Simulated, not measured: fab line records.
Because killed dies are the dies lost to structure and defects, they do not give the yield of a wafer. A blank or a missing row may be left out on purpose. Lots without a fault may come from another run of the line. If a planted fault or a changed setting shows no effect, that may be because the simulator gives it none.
Matching of chambers || flow nand harc || NHARC_A_BONDPAD_CMP_29 on cmp-01 has 4 sister chambers
The step polishes SiCN, target thk 200 nm. 4 wafers are shown with their chamber, then 10 later ones without.

## WAFERS WITH THEIR CHAMBER
{"wafer": "L087.5", "chamber": 1, "motor current A (A)": 12.2}
{"wafer": "L087.6", "chamber": 2, "motor current A (A)": 13.2}
{"wafer": "L089.2", "chamber": 3, "motor current A (A)": 11.1}
{"wafer": "L089.3", "chamber": 0, "motor current A (A)": 11.4}

## WAFERS WHOSE CHAMBER IS MISSING
{"wafer": "L089.6", "motor current A (A)": 11.4}
{"wafer": "L091.2", "motor current A (A)": 12.2}
{"wafer": "L091.3", "motor current A (A)": 10.9}
{"wafer": "L091.6", "motor current A (A)": 13.7}
{"wafer": "L094.1", "motor current A (A)": 12.4}
{"wafer": "L094.2", "motor current A (A)": 10.8}
{"wafer": "L094.5", "motor current A (A)": 12.4}
{"wafer": "L096.1", "motor current A (A)": 11.0}
{"wafer": "L096.3", "motor current A (A)": 12.5}
{"wafer": "L096.4", "motor current A (A)": 13.8}

## THE CHAMBER EACH PASSED THROUGH
{"wafer": "L089.6", "from the rows above": "can't be placed: 0 or 3", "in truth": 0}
{"wafer": "L091.2", "from the rows above": 1, "in truth": 1}
{"wafer": "L091.3", "from the rows above": "can't be placed: 3 or 0", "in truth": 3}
{"wafer": "L091.6", "from the rows above": 2, "in truth": 2}
{"wafer": "L094.1", "from the rows above": "can't be placed: 1 or 2", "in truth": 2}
{"wafer": "L094.2", "from the rows above": "can't be placed: 3 or 0", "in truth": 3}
{"wafer": "L094.5", "from the rows above": "can't be placed: 1 or 2", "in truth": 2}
{"wafer": "L096.1", "from the rows above": "can't be placed: 3 or 0", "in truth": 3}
{"wafer": "L096.3", "from the rows above": "can't be placed: 1 or 2", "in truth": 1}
{"wafer": "L096.4", "from the rows above": 2, "in truth": 2}
Correctly placed: 3 of 10. Cannot be placed on the basis of these rows: 7; the candidates contain the true chamber in 7. Placed wrongly: 0.
How it was worked out, from the rows above alone: a wafer's distance from a chamber is the root of the sum, over the readings, of the square of ((its reading less the chamber's mean) divided by the reading's scatter). If the next closest chamber is less than 2 further off than the closest, the wafer can't be placed; otherwise it belongs to the closest. A chamber's mean is the mean of its shown wafers. The scatter: root of mean squared gap, hidden wafer to nearest shown wafer, with one shown wafer a chamber.
